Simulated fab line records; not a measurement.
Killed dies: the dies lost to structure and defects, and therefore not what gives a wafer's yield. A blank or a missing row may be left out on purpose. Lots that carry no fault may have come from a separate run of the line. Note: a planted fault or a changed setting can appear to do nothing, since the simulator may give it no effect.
fab line records -- flow n5-finfet
record lots=24, wafers=72, last-day=19
route steps=1938 shown BEOL_M3@991
lots that met no fault: taken from a fault-free run of the same line
start-h: hours from the record's opening day to when the first of the lot's shown wafers began -- wait-h: hours elapsed since this lot's preceding step -- " as in the row above -- L1.1+2: several wafers, shown together as one row -- - no value, or no start given -- * or withheld: withheld -- < > ~ a bound
route shown NAME@n: NAME is a module with steps in the file, n the number in the route of the first one -- usual: average and standard deviation across the fault-free wafers -- same: alike in all rows -- chamber/n: place in a boat -- sites: per-site readings -- _std_site: the standard deviation of these -- _edge_site: outer sites' mean less inner sites' -- radius-mm: for every site, how far away it sits from the centre of the wafer -- mask NAME#n: copy n -- behind: the tool/chamber that last shaped the wafer -- hold: cause of the lot's hold/its duration in hours/its outcome -- device: names the non-switching transistor (n, p or np) -- end of line: the tests these same wafers got at the end of their route -- step lacking rows: just its recipe -- killed: the dies lost at the first sort to structure and to defects; this is not the yield of the wafer -- map: dies across one wafer; x = killed, . = not, _ = none there
set.NAME: setting as actually run; set.NAME@STEP: the setting as run at that earlier step -- model.NAME: the simulator's own value behind a step, which no gauge read
route steps across a sampled set of lots; one table per step, one row per wafer
services: from which hour (start-h, from the record's first day; less than 0 if before it) a tool's chamber was out of use, for how many hours, and why
## steps
# step N5_BEOL_M3_ALD_84
# recipe material=TaN, target-thk-a=*, temp-c=275, ald-precursor-family=PDMAT, ald-co-reactant=NH3, pressure-torr=3, carrier-flow-sccm=1500, pulse-time-s=2, purge-time-s=3, co-reactant-purge-time-s=2, co-reactant-pulse-time-s=3, ald-cycles=30, precursor-vessel-temp-c=75, precursor-vessel-pressure-torr=26.25, precursor-vessel-carrier-sccm=1000
# usual heater-power-w=412/48, precursor-vessel-temp-c=75.01/0.13
# same ald-cycles=30, co-reactant-purge-time-s=2, pulse-time-s=2
lot.wafer,tool,chamber,start-h,wait-h,heater-power-w,precursor-vessel-temp-c
L074.1,ald-metal-02,2,173.93,0.0,356,75.19
L074.3,ald-metal-02,3,173.93,0.0,365,75.18
L074.5,ald-metal-02,1,173.93,0.0,376,75.14
L075.1,ald-metal-02,0,178.51,0.2,346,74.99
L075.3,ald-metal-02,1,178.51,0.2,383,75.04
L075.6,ald-metal-02,1,178.51,0.2,385,75.05
L076.2,ald-metal-02,0,191.15,0.2,334,75.11
L076.3,ald-metal-02,1,191.15,0.2,378,75.01
L076.5,ald-metal-02,1,191.15,0.2,384,75.10
L077.2,ald-metal-03,1,193.94,0.1,456,74.90
L077.4,ald-metal-03,3,193.94,0.1,409,74.90
L077.6,ald-metal-03,1,193.94,0.1,440,75.04
L078.1,ald-metal-01,1,194.13,0.2,444,75.01
L078.4,ald-metal-01,3,194.13,0.2,406,75.07
L078.6,ald-metal-01,3,194.13,0.2,387,75.13
L079.1,ald-metal-03,3,194.24,0.0,410,75.23
L079.2,ald-metal-03,2,194.24,0.0,459,74.97
L079.4,ald-metal-03,0,194.24,0.0,364,75.15
L080.1,ald-metal-03,1,214.11,0.2,453,74.92
L080.3,ald-metal-03,0,214.11,0.2,361,74.88
L080.4,ald-metal-03,2,214.11,0.2,441,74.86
L081.2,ald-metal-03,0,217.53,0.1,353,75.11
L081.4,ald-metal-03,3,217.53,0.1,410,75.06
L081.6,ald-metal-03,0,217.53,0.1,357,75.04
L082.1,ald-metal-01,2,222.61,0.2,462,75.05
L082.4,ald-metal-01,3,222.61,0.2,400,74.86
L082.6,ald-metal-01,2,222.61,0.2,461,74.96
L085.2,ald-metal-02,2,225.30,0.0,346,75.13
L085.4,ald-metal-02,0,225.30,0.0,342,75.02
L085.6,ald-metal-02,3,225.30,0.0,353,74.97
L083.1,ald-metal-03,2,228.38,0.1,461,74.95
L083.2,ald-metal-03,0,228.38,0.1,360,74.92
L083.5,ald-metal-03,1,228.38,0.1,459,75.08
L084.2,ald-metal-01,1,236.13,0.0,446,74.93
L084.4,ald-metal-01,3,236.13,0.0,395,75.18
L084.5,ald-metal-01,2,236.13,0.0,461,74.95
L087.3,ald-metal-01,0,243.31,0.1,490,75.03
L087.4,ald-metal-01,1,243.31,0.1,442,75.16
L087.5,ald-metal-01,2,243.31,0.1,461,74.91
L086.2,ald-metal-01,0,244.77,0.1,490,74.89
L086.4,ald-metal-01,1,244.77,0.1,449,74.97
L086.5,ald-metal-01,1,244.77,0.1,449,74.70
L089.1,ald-metal-03,1,248.30,0.1,452,75.10
L089.2,ald-metal-03,3,248.30,0.1,415,75.11
L089.4,ald-metal-03,2,248.30,0.1,453,74.87
L088.1,ald-metal-01,1,258.44,0.1,464,75.07
L088.2,ald-metal-01,3,258.44,0.1,395,74.95
L088.5,ald-metal-01,1,258.44,0.1,447,75.21
L090.1,ald-metal-01,1,262.93,0.1,449,74.93
L090.4,ald-metal-01,2,262.93,0.1,473,74.99
L090.6,ald-metal-01,2,262.93,0.1,466,74.96
L091.1,ald-metal-03,0,266.71,0.0,368,75.01
L091.2,ald-metal-03,2,266.71,0.0,466,75.11
L091.4,ald-metal-03,3,266.71,0.0,418,75.02
L092.2,ald-metal-01,1,291.12,0.0,461,75.17
L092.3,ald-metal-01,0,291.12,0.0,482,74.88
L092.5,ald-metal-01,2,291.12,0.0,479,75.15
L094.3,ald-metal-02,3,291.27,0.1,358,74.78
L094.4,ald-metal-02,2,291.27,0.1,362,74.93
L094.5,ald-metal-02,3,291.27,0.1,355,74.81
L093.2,ald-metal-03,1,291.31,0.1,460,75.00
L093.4,ald-metal-03,0,291.31,0.1,364,74.92
L093.6,ald-metal-03,0,291.31,0.1,367,74.98
L095.1,ald-metal-02,3,305.13,0.0,363,75.09
L095.3,ald-metal-02,0,305.13,0.0,345,74.98
L095.4,ald-metal-02,1,305.13,0.0,389,75.08
L096.1,ald-metal-02,2,307.42,0.0,347,75.26
L096.3,ald-metal-02,1,307.42,0.0,377,75.09
L096.4,ald-metal-02,0,307.42,0.0,349,75.09
L097.1,ald-metal-01,3,316.32,0.0,409,74.98
L097.3,ald-metal-01,0,316.32,0.0,497,74.96
L097.6,ald-metal-01,0,316.32,0.0,486,74.89
# step N5_BEOL_M3_SURFACE_TREAT_85
# recipe gas=Ar, time-s=*, ion-energy-ev=*, ion-current-ma-cm2=0.5, pressure-mtorr=*, ar-flow-sccm=30
# usual pressure-mtorr=*, throttle-valve-pct=*
lot.wafer,tool,chamber,start-h,wait-h,pressure-mtorr,throttle-valve-pct
L074.1,pvd-sputter-03,-,174.39,0.4,*,*
L074.3,pvd-sputter-03,-,174.39,0.4,*,*
L074.5,pvd-sputter-03,-,174.39,0.4,*,*
L075.1,pvd-sputter-02,-,178.73,0.1,*,*
L075.3,pvd-sputter-02,-,178.73,0.1,*,*
L075.6,pvd-sputter-02,-,178.73,0.1,*,*
L076.2,pvd-sputter-02,-,191.38,0.1,*,*
L076.3,pvd-sputter-02,-,191.38,0.1,*,*
L076.5,pvd-sputter-02,-,191.38,0.1,*,*
L077.2,pvd-sputter-03,-,194.21,0.2,*,*
L077.4,pvd-sputter-03,-,194.21,0.2,*,*
L077.6,pvd-sputter-03,-,194.21,0.2,*,*
L078.1,pvd-sputter-02,-,194.38,0.1,*,*
L078.4,pvd-sputter-02,-,194.38,0.1,*,*
L078.6,pvd-sputter-02,-,194.38,0.1,*,*
L079.1,pvd-sputter-01,-,194.49,0.1,*,*
L079.2,pvd-sputter-01,-,194.49,0.1,*,*
L079.4,pvd-sputter-01,-,194.49,0.1,*,*
L080.1,pvd-sputter-03,-,214.52,0.3,*,*
L080.3,pvd-sputter-03,-,214.52,0.3,*,*
L080.4,pvd-sputter-03,-,214.52,0.3,*,*
L081.2,pvd-sputter-01,-,217.83,0.2,*,*
L081.4,pvd-sputter-01,-,217.83,0.2,*,*
L081.6,pvd-sputter-01,-,217.83,0.2,*,*
L082.1,pvd-sputter-03,-,222.86,0.1,*,*
L082.4,pvd-sputter-03,-,222.86,0.1,*,*
L082.6,pvd-sputter-03,-,222.86,0.1,*,*
L085.2,pvd-sputter-03,-,225.64,0.2,*,*
L085.4,pvd-sputter-03,-,225.64,0.2,*,*
L085.6,pvd-sputter-03,-,225.64,0.2,*,*
L083.1,pvd-sputter-02,-,228.62,0.1,*,*
L083.2,pvd-sputter-02,-,228.62,0.1,*,*
L083.5,pvd-sputter-02,-,228.62,0.1,*,*
L084.2,pvd-sputter-01,-,236.41,0.2,*,*
L084.4,pvd-sputter-01,-,236.41,0.2,*,*
L084.5,pvd-sputter-01,-,236.41,0.2,*,*
L087.3,pvd-sputter-03,-,243.54,0.1,*,*
L087.4,pvd-sputter-03,-,243.54,0.1,*,*
L087.5,pvd-sputter-03,-,243.54,0.1,*,*
L086.2,pvd-sputter-03,-,245.02,0.2,*,*
L086.4,pvd-sputter-03,-,245.02,0.2,*,*
L086.5,pvd-sputter-03,-,245.02,0.2,*,*
L089.1,pvd-sputter-03,-,248.56,0.2,*,*
L089.2,pvd-sputter-03,-,248.56,0.2,*,*
L089.4,pvd-sputter-03,-,248.56,0.2,*,*
L088.1,pvd-sputter-01,-,258.72,0.2,*,*
L088.2,pvd-sputter-01,-,258.72,0.2,*,*
L088.5,pvd-sputter-01,-,258.72,0.2,*,*
L090.1,pvd-sputter-03,-,263.27,0.2,*,*
L090.4,pvd-sputter-03,-,263.27,0.2,*,*
L090.6,pvd-sputter-03,-,263.27,0.2,*,*
L091.1,pvd-sputter-03,-,266.99,0.2,*,*
L091.2,pvd-sputter-03,-,266.99,0.2,*,*
L091.4,pvd-sputter-03,-,266.99,0.2,*,*
L092.2,pvd-sputter-01,-,291.34,0.1,*,*
L092.3,pvd-sputter-01,-,291.34,0.1,*,*
L092.5,pvd-sputter-01,-,291.34,0.1,*,*
L094.3,pvd-sputter-01,-,291.50,0.1,*,*
L094.4,pvd-sputter-01,-,291.50,0.1,*,*
L094.5,pvd-sputter-01,-,291.50,0.1,*,*
L093.2,pvd-sputter-01,-,291.54,0.1,*,*
L093.4,pvd-sputter-01,-,291.54,0.1,*,*
L093.6,pvd-sputter-01,-,291.54,0.1,*,*
L095.1,pvd-sputter-03,-,305.45,0.2,*,*
L095.3,pvd-sputter-03,-,305.45,0.2,*,*
L095.4,pvd-sputter-03,-,305.45,0.2,*,*
L096.1,pvd-sputter-01,-,307.76,0.2,*,*
L096.3,pvd-sputter-01,-,307.76,0.2,*,*
L096.4,pvd-sputter-01,-,307.76,0.2,*,*
L097.1,pvd-sputter-02,-,316.57,0.1,*,*
L097.3,pvd-sputter-02,-,316.57,0.1,*,*
L097.6,pvd-sputter-02,-,316.57,0.1,*,*
# step N5_BEOL_M3_SPUTTER_81
# recipe material=Cu, target-thk-a=45, temp-c=-20, chamber-pressure-pa=0.07, power-w=withheld, time-s=8.29
# usual throttle-valve-pct=30.2/1.5
lot.wafer,tool,chamber,start-h,wait-h,throttle-valve-pct
L074.1,pvd-sputter-03,-,175.41,0.1,28.1
L074.3,pvd-sputter-03,-,175.41,0.1,30.8
L074.5,pvd-sputter-03,-,175.41,0.1,28.2
L075.1,pvd-sputter-01,-,179.71,0.1,33.3
L075.3,pvd-sputter-01,-,179.71,0.1,31.4
L075.6,pvd-sputter-01,-,179.71,0.1,31.3
L076.2,pvd-sputter-01,-,192.25,0.1,31.2
L076.3,pvd-sputter-01,-,192.25,0.1,29.2
L076.5,pvd-sputter-01,-,192.25,0.1,29.3
L077.2,pvd-sputter-03,-,194.89,0.1,28.4
L077.4,pvd-sputter-03,-,194.89,0.1,29.8
L077.6,pvd-sputter-03,-,194.89,0.1,28.2
L078.1,pvd-sputter-02,-,195.33,0.1,28.3
L078.4,pvd-sputter-02,-,195.33,0.1,30.2
L078.6,pvd-sputter-02,-,195.33,0.1,29.9
L079.1,pvd-sputter-03,-,196.81,0.1,28.2
L079.2,pvd-sputter-03,-,196.81,0.1,30.9
L079.4,pvd-sputter-03,-,196.81,0.1,29.8
L080.1,pvd-sputter-03,-,215.47,0.1,29.8
L080.3,pvd-sputter-03,-,215.47,0.1,30.7
L080.4,pvd-sputter-03,-,215.47,0.1,28.3
L081.2,pvd-sputter-01,-,218.61,0.1,30.6
L081.4,pvd-sputter-01,-,218.61,0.1,29.3
L081.6,pvd-sputter-01,-,218.61,0.1,31.4
L082.1,pvd-sputter-03,-,223.52,0.1,28.2
L082.4,pvd-sputter-03,-,223.52,0.1,29.9
L082.6,pvd-sputter-03,-,223.52,0.1,30.7
L085.2,pvd-sputter-02,-,226.32,0.1,30.3
L085.4,pvd-sputter-02,-,226.32,0.1,31.4
L085.6,pvd-sputter-02,-,226.32,0.1,30.1
L083.1,pvd-sputter-02,-,229.32,0.1,28.3
L083.2,pvd-sputter-02,-,229.32,0.1,31.1
L083.5,pvd-sputter-02,-,229.32,0.1,30.1
L084.2,pvd-sputter-01,-,237.17,0.1,30.3
L084.4,pvd-sputter-01,-,237.17,0.1,31.2
L084.5,pvd-sputter-01,-,237.17,0.1,33.3
L087.3,pvd-sputter-02,-,244.28,0.1,28.2
L087.4,pvd-sputter-02,-,244.28,0.1,30.2
L087.5,pvd-sputter-02,-,244.28,0.1,31.0
L086.2,pvd-sputter-03,-,246.08,0.1,30.9
L086.4,pvd-sputter-03,-,246.08,0.1,28.3
L086.5,pvd-sputter-03,-,246.08,0.1,30.6
L089.1,pvd-sputter-03,-,251.32,0.1,29.9
L089.2,pvd-sputter-03,-,251.32,0.1,28.5
L089.4,pvd-sputter-03,-,251.32,0.1,27.9
L088.1,pvd-sputter-01,-,259.42,0.1,31.4
L088.2,pvd-sputter-01,-,259.42,0.1,33.5
L088.5,pvd-sputter-01,-,259.42,0.1,33.4
L090.1,pvd-sputter-01,-,264.08,0.1,29.5
L090.4,pvd-sputter-01,-,264.08,0.1,33.5
L090.6,pvd-sputter-01,-,264.08,0.1,31.3
L091.1,pvd-sputter-01,-,267.68,0.1,31.3
L091.2,pvd-sputter-01,-,267.68,0.1,29.5
L091.4,pvd-sputter-01,-,267.68,0.1,30.6
L092.2,pvd-sputter-02,-,292.06,0.1,29.8
L092.3,pvd-sputter-02,-,292.06,0.1,30.0
L092.5,pvd-sputter-02,-,292.06,0.1,30.1
L094.3,pvd-sputter-01,-,292.26,0.1,30.7
L094.4,pvd-sputter-01,-,292.26,0.1,33.6
L094.5,pvd-sputter-01,-,292.26,0.1,33.4
L093.2,pvd-sputter-03,-,293.82,0.1,30.7
L093.4,pvd-sputter-03,-,293.82,0.1,28.3
L093.6,pvd-sputter-03,-,293.82,0.1,29.6
L095.1,pvd-sputter-03,-,306.21,0.1,29.9
L095.3,pvd-sputter-03,-,306.21,0.1,30.9
L095.4,pvd-sputter-03,-,306.21,0.1,28.1
L096.1,pvd-sputter-01,-,308.48,0.1,31.2
L096.3,pvd-sputter-01,-,308.48,0.1,30.4
L096.4,pvd-sputter-01,-,308.48,0.1,29.2
L097.1,pvd-sputter-01,-,317.29,0.1,33.4
L097.3,pvd-sputter-01,-,317.29,0.1,29.6
L097.6,pvd-sputter-01,-,317.29,0.1,33.4
# step N5_BEOL_M3_ANNEAL_87
# recipe temp-c=400, time-s=240, ambient=vacuum
# usual heater-power-w=800/88
lot.wafer,tool,chamber,start-h,wait-h,heater-power-w
L074.1,pvd-sputter-03,-,175.71,0.0,842
L074.3,pvd-sputter-03,-,175.71,0.0,754
L074.5,pvd-sputter-03,-,175.71,0.0,823
L075.1,pvd-sputter-01,-,180.01,0.0,863
L075.3,pvd-sputter-01,-,180.01,0.0,664
L075.6,pvd-sputter-01,-,180.01,0.0,662
L076.2,pvd-sputter-01,-,192.55,0.0,653
L076.3,pvd-sputter-01,-,192.55,0.0,987
L076.5,pvd-sputter-01,-,192.55,0.0,930
L077.2,pvd-sputter-03,-,195.19,0.0,824
L077.4,pvd-sputter-03,-,195.19,0.0,767
L077.6,pvd-sputter-03,-,195.19,0.0,827
L078.1,pvd-sputter-02,-,195.67,0.0,781
L078.4,pvd-sputter-02,-,195.67,0.0,868
L078.6,pvd-sputter-02,-,195.67,0.0,878
L079.1,pvd-sputter-03,-,197.11,0.0,801
L079.2,pvd-sputter-03,-,197.11,0.0,741
L079.4,pvd-sputter-03,-,197.11,0.0,747
L080.1,pvd-sputter-03,-,215.79,0.0,756
L080.3,pvd-sputter-03,-,215.79,0.0,761
L080.4,pvd-sputter-03,-,215.79,0.0,838
L081.2,pvd-sputter-01,-,218.91,0.0,750
L081.4,pvd-sputter-01,-,218.91,0.0,961
L081.6,pvd-sputter-01,-,218.91,0.0,654
L082.1,pvd-sputter-03,-,223.82,0.0,850
L082.4,pvd-sputter-03,-,223.82,0.0,758
L082.6,pvd-sputter-03,-,223.82,0.0,739
L085.2,pvd-sputter-02,-,226.62,0.0,742
L085.4,pvd-sputter-02,-,226.62,0.0,674
L085.6,pvd-sputter-02,-,226.62,0.0,758
L083.1,pvd-sputter-02,-,229.62,0.0,793
L083.2,pvd-sputter-02,-,229.62,0.0,665
L083.5,pvd-sputter-02,-,229.62,0.0,748
L084.2,pvd-sputter-01,-,237.47,0.0,757
L084.4,pvd-sputter-01,-,237.47,0.0,635
L084.5,pvd-sputter-01,-,237.47,0.0,910
L087.3,pvd-sputter-02,-,244.58,0.0,802
L087.4,pvd-sputter-02,-,244.58,0.0,755
L087.5,pvd-sputter-02,-,244.58,0.0,653
L086.2,pvd-sputter-03,-,246.38,0.0,751
L086.4,pvd-sputter-03,-,246.38,0.0,833
L086.5,pvd-sputter-03,-,246.38,0.0,757
L089.1,pvd-sputter-03,-,251.62,0.0,762
L089.2,pvd-sputter-03,-,251.62,0.0,833
L089.4,pvd-sputter-03,-,251.62,0.0,810
L088.1,pvd-sputter-01,-,259.72,0.0,658
L088.2,pvd-sputter-01,-,259.72,0.0,880
L088.5,pvd-sputter-01,-,259.72,0.0,883
L090.1,pvd-sputter-01,-,264.42,0.0,967
L090.4,pvd-sputter-01,-,264.42,0.0,915
L090.6,pvd-sputter-01,-,264.42,0.0,655
L091.1,pvd-sputter-01,-,267.98,0.0,667
L091.2,pvd-sputter-01,-,267.98,0.0,938
L091.4,pvd-sputter-01,-,267.98,0.0,759
L092.2,pvd-sputter-02,-,292.36,0.0,749
L092.3,pvd-sputter-02,-,292.36,0.0,868
L092.5,pvd-sputter-02,-,292.36,0.0,749
L094.3,pvd-sputter-01,-,292.56,0.0,749
L094.4,pvd-sputter-01,-,292.56,0.0,887
L094.5,pvd-sputter-01,-,292.56,0.0,884
L093.2,pvd-sputter-03,-,294.12,0.0,743
L093.4,pvd-sputter-03,-,294.12,0.0,853
L093.6,pvd-sputter-03,-,294.12,0.0,755
L095.1,pvd-sputter-03,-,306.51,0.0,754
L095.3,pvd-sputter-03,-,306.51,0.0,755
L095.4,pvd-sputter-03,-,306.51,0.0,827
L096.1,pvd-sputter-01,-,308.78,0.0,662
L096.3,pvd-sputter-01,-,308.78,0.0,754
L096.4,pvd-sputter-01,-,308.78,0.0,965
L097.1,pvd-sputter-01,-,317.59,0.0,872
L097.3,pvd-sputter-01,-,317.59,0.0,987
L097.6,pvd-sputter-01,-,317.59,0.0,896
# step N5_BEOL_M3_ANNEAL_89
# recipe temp-c=400, time-s=240, ambient=vacuum
# usual heater-power-w=800/90
lot.wafer,tool,chamber,start-h,wait-h,heater-power-w
L074.1,pvd-sputter-03,-,175.93,0.0,853
L074.3,pvd-sputter-03,-,175.93,0.0,750
L074.5,pvd-sputter-03,-,175.93,0.0,812
L075.1,pvd-sputter-01,-,180.23,0.0,889
L075.3,pvd-sputter-01,-,180.23,0.0,640
L075.6,pvd-sputter-01,-,180.23,0.0,664
L076.2,pvd-sputter-01,-,192.77,0.0,648
L076.3,pvd-sputter-01,-,192.77,0.0,975
L076.5,pvd-sputter-01,-,192.77,0.0,959
L077.2,pvd-sputter-03,-,195.41,0.0,849
L077.4,pvd-sputter-03,-,195.41,0.0,763
L077.6,pvd-sputter-03,-,195.41,0.0,833
L078.1,pvd-sputter-02,-,195.92,0.0,797
L078.4,pvd-sputter-02,-,195.92,0.0,861
L078.6,pvd-sputter-02,-,195.92,0.0,855
L079.1,pvd-sputter-03,-,197.33,0.0,846
L079.2,pvd-sputter-03,-,197.33,0.0,747
L079.4,pvd-sputter-03,-,197.33,0.0,760
L080.1,pvd-sputter-03,-,216.01,0.0,733
L080.3,pvd-sputter-03,-,216.01,0.0,761
L080.4,pvd-sputter-03,-,216.01,0.0,839
L081.2,pvd-sputter-01,-,219.13,0.0,717
L081.4,pvd-sputter-01,-,219.13,0.0,956
L081.6,pvd-sputter-01,-,219.13,0.0,666
L082.1,pvd-sputter-03,-,224.04,0.0,821
L082.4,pvd-sputter-03,-,224.04,0.0,752
L082.6,pvd-sputter-03,-,224.04,0.0,756
L085.2,pvd-sputter-02,-,226.84,0.0,752
L085.4,pvd-sputter-02,-,226.84,0.0,639
L085.6,pvd-sputter-02,-,226.84,0.0,737
L083.1,pvd-sputter-02,-,229.84,0.0,796
L083.2,pvd-sputter-02,-,229.84,0.0,662
L083.5,pvd-sputter-02,-,229.84,0.0,730
L084.2,pvd-sputter-01,-,237.69,0.0,753
L084.4,pvd-sputter-01,-,237.69,0.0,654
L084.5,pvd-sputter-01,-,237.69,0.0,906
L087.3,pvd-sputter-02,-,244.80,0.0,777
L087.4,pvd-sputter-02,-,244.80,0.0,743
L087.5,pvd-sputter-02,-,244.80,0.0,656
L086.2,pvd-sputter-03,-,246.60,0.0,739
L086.4,pvd-sputter-03,-,246.60,0.0,835
L086.5,pvd-sputter-03,-,246.60,0.0,743
L089.1,pvd-sputter-03,-,251.84,0.0,763
L089.2,pvd-sputter-03,-,251.84,0.0,852
L089.4,pvd-sputter-03,-,251.84,0.0,845
L088.1,pvd-sputter-01,-,259.94,0.0,662
L088.2,pvd-sputter-01,-,259.94,0.0,887
L088.5,pvd-sputter-01,-,259.94,0.0,904
L090.1,pvd-sputter-01,-,264.64,0.0,978
L090.4,pvd-sputter-01,-,264.64,0.0,893
L090.6,pvd-sputter-01,-,264.64,0.0,668
L091.1,pvd-sputter-01,-,268.20,0.0,659
L091.2,pvd-sputter-01,-,268.20,0.0,953
L091.4,pvd-sputter-01,-,268.20,0.0,754
L092.2,pvd-sputter-02,-,292.58,0.0,740
L092.3,pvd-sputter-02,-,292.58,0.0,861
L092.5,pvd-sputter-02,-,292.58,0.0,744
L094.3,pvd-sputter-01,-,292.78,0.0,747
L094.4,pvd-sputter-01,-,292.78,0.0,867
L094.5,pvd-sputter-01,-,292.78,0.0,902
L093.2,pvd-sputter-03,-,294.34,0.0,753
L093.4,pvd-sputter-03,-,294.34,0.0,849
L093.6,pvd-sputter-03,-,294.34,0.0,763
L095.1,pvd-sputter-03,-,306.73,0.0,745
L095.3,pvd-sputter-03,-,306.73,0.0,760
L095.4,pvd-sputter-03,-,306.73,0.0,809
L096.1,pvd-sputter-01,-,309.00,0.0,665
L096.3,pvd-sputter-01,-,309.00,0.0,737
L096.4,pvd-sputter-01,-,309.00,0.0,944
L097.1,pvd-sputter-01,-,317.81,0.0,903
L097.3,pvd-sputter-01,-,317.81,0.0,970
L097.6,pvd-sputter-01,-,317.81,0.0,880
# step N5_BEOL_M3_SPUTTER_90
# recipe material=Cu, target-thk-a=45, temp-c=-20, chamber-pressure-pa=0.07, power-w=withheld, time-s=8.29
# usual throttle-valve-pct=30.2/1.5
lot.wafer,tool,chamber,start-h,wait-h,throttle-valve-pct
L074.1,pvd-sputter-03,-,176.07,0.1,28.2
L074.3,pvd-sputter-03,-,176.07,0.1,30.7
L074.5,pvd-sputter-03,-,176.07,0.1,28.2
L075.1,pvd-sputter-01,-,180.37,0.1,33.1
L075.3,pvd-sputter-01,-,180.37,0.1,31.4
L075.6,pvd-sputter-01,-,180.37,0.1,31.2
L076.2,pvd-sputter-01,-,192.91,0.1,31.5
L076.3,pvd-sputter-01,-,192.91,0.1,29.1
L076.5,pvd-sputter-01,-,192.91,0.1,29.4
L077.2,pvd-sputter-03,-,195.55,0.1,28.3
L077.4,pvd-sputter-03,-,195.55,0.1,29.8
L077.6,pvd-sputter-03,-,195.55,0.1,28.3
L078.1,pvd-sputter-02,-,196.08,0.1,28.1
L078.4,pvd-sputter-02,-,196.08,0.1,29.9
L078.6,pvd-sputter-02,-,196.08,0.1,30.2
L079.1,pvd-sputter-03,-,197.47,0.1,28.3
L079.2,pvd-sputter-03,-,197.47,0.1,30.7
L079.4,pvd-sputter-03,-,197.47,0.1,29.9
L080.1,pvd-sputter-03,-,216.15,0.1,30.1
L080.3,pvd-sputter-03,-,216.15,0.1,30.8
L080.4,pvd-sputter-03,-,216.15,0.1,28.2
L081.2,pvd-sputter-01,-,219.27,0.1,30.5
L081.4,pvd-sputter-01,-,219.27,0.1,29.4
L081.6,pvd-sputter-01,-,219.27,0.1,31.3
L082.1,pvd-sputter-03,-,224.18,0.1,27.9
L082.4,pvd-sputter-03,-,224.18,0.1,30.0
L082.6,pvd-sputter-03,-,224.18,0.1,30.7
L085.2,pvd-sputter-02,-,226.98,0.1,30.1
L085.4,pvd-sputter-02,-,226.98,0.1,30.9
L085.6,pvd-sputter-02,-,226.98,0.1,30.0
L083.1,pvd-sputter-02,-,229.98,0.1,28.1
L083.2,pvd-sputter-02,-,229.98,0.1,31.2
L083.5,pvd-sputter-02,-,229.98,0.1,30.5
L084.2,pvd-sputter-01,-,237.83,0.1,30.5
L084.4,pvd-sputter-01,-,237.83,0.1,31.2
L084.5,pvd-sputter-01,-,237.83,0.1,33.4
L087.3,pvd-sputter-02,-,244.94,0.1,28.1
L087.4,pvd-sputter-02,-,244.94,0.1,30.2
L087.5,pvd-sputter-02,-,244.94,0.1,30.9
L086.2,pvd-sputter-03,-,246.74,0.1,31.0
L086.4,pvd-sputter-03,-,246.74,0.1,28.1
L086.5,pvd-sputter-03,-,246.74,0.1,30.7
L089.1,pvd-sputter-03,-,251.98,0.1,30.1
L089.2,pvd-sputter-03,-,251.98,0.1,28.1
L089.4,pvd-sputter-03,-,251.98,0.1,28.5
L088.1,pvd-sputter-01,-,260.08,0.1,31.5
L088.2,pvd-sputter-01,-,260.08,0.1,33.2
L088.5,pvd-sputter-01,-,260.08,0.1,33.4
L090.1,pvd-sputter-01,-,264.78,0.1,29.5
L090.4,pvd-sputter-01,-,264.78,0.1,33.5
L090.6,pvd-sputter-01,-,264.78,0.1,31.3
L091.1,pvd-sputter-01,-,268.34,0.1,31.3
L091.2,pvd-sputter-01,-,268.34,0.1,29.5
L091.4,pvd-sputter-01,-,268.34,0.1,30.6
L092.2,pvd-sputter-02,-,292.72,0.1,30.1
L092.3,pvd-sputter-02,-,292.72,0.1,30.0
L092.5,pvd-sputter-02,-,292.72,0.1,30.2
L094.3,pvd-sputter-01,-,292.92,0.1,30.7
L094.4,pvd-sputter-01,-,292.92,0.1,33.2
L094.5,pvd-sputter-01,-,292.92,0.1,33.2
L093.2,pvd-sputter-03,-,294.48,0.1,30.6
L093.4,pvd-sputter-03,-,294.48,0.1,28.0
L093.6,pvd-sputter-03,-,294.48,0.1,29.6
L095.1,pvd-sputter-03,-,306.87,0.1,29.9
L095.3,pvd-sputter-03,-,306.87,0.1,30.7
L095.4,pvd-sputter-03,-,306.87,0.1,28.4
L096.1,pvd-sputter-01,-,309.14,0.1,31.1
L096.3,pvd-sputter-01,-,309.14,0.1,30.6
L096.4,pvd-sputter-01,-,309.14,0.1,29.3
L097.1,pvd-sputter-01,-,317.95,0.1,33.4
L097.3,pvd-sputter-01,-,317.95,0.1,29.5
L097.6,pvd-sputter-01,-,317.95,0.1,33.3
## services
tool,chamber,start-h,hours,kind
ald-metal-01,0,166.99,8.8,repair
ald-metal-01,-,177.04,14.6,pm
ald-metal-02,-,208.01,14.6,pm
ald-metal-03,-,272.17,0.7,repair
ald-metal-02,0,313.94,42.3,repair
## key
fault none
